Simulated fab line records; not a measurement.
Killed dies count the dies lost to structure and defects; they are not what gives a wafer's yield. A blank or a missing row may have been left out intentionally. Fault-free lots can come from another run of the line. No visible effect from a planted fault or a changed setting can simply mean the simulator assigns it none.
Chamber matching + flow n5 finfet + 3 sister chambers for N5_BEOL_M14_DEP_53 on pecvd-04
The step deposits SiCN from 3MS/NH3, target thk 50 nm, time 17.8 s. 3 wafers are shown with their chamber, then 12 later ones without.

## EACH WAFER AND ITS CHAMBER
| wafer  | chamber | showerhead plenum p Torr (Torr) |
|--------|---------|---------------------------------|
| L087.1 | 2       | 4.189                           |
| L087.2 | 0       | 4.164                           |
| L087.3 | 1       | 4.134                           |

## WAFERS WITHOUT THEIR CHAMBER
| wafer  | showerhead plenum p Torr (Torr) |
|--------|---------------------------------|
| L087.4 | 4.130                           |
| L087.5 | 4.181                           |
| L087.6 | 4.170                           |
| L093.1 | 4.167                           |
| L093.2 | 4.167                           |
| L093.3 | 4.127                           |
| L093.4 | 4.126                           |
| L093.5 | 4.178                           |
| L093.6 | 4.179                           |
| L095.2 | 4.159                           |
| L095.3 | 4.126                           |
| L095.6 | 4.165                           |

## CHAMBER TAKEN BY EACH
| wafer  | from the rows above     | in truth                   |
|--------|-------------------------|----------------------------|
| L087.4 | 1                       | 1                          |
| L087.5 | can't be placed: 2 or 0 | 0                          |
| L087.6 | can't be placed: 0 or 2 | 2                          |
| L093.1 | 0                       | 0                          |
| L093.2 | 0                       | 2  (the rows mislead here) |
| L093.3 | 1                       | 1                          |
| L093.4 | 1                       | 1                          |
| L093.5 | can't be placed: 2 or 0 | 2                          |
| L093.6 | can't be placed: 2 or 0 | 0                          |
| L095.2 | 0                       | 0                          |
| L095.3 | 1                       | 1                          |
| L095.6 | 0                       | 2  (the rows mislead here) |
Placed correctly: 6 of 12. Not placeable from these rows: 4 (in 4, the candidates include the true chamber). Wrongly placed: 2.
How it was worked out, from the rows above alone: a wafer's distance from a chamber is the root of the sum, over the readings, of the square of ((its reading less the chamber's mean) divided by the reading's scatter). The wafer belongs to the nearest chamber; if the next one is less than 2 further off, it can't be placed. For every chamber, the mean is computed from those of its wafers that are shown. The scatter (one wafer shown for each chamber): square how far every hidden wafer sits from the nearest shown wafer, average those squares and take the square root.
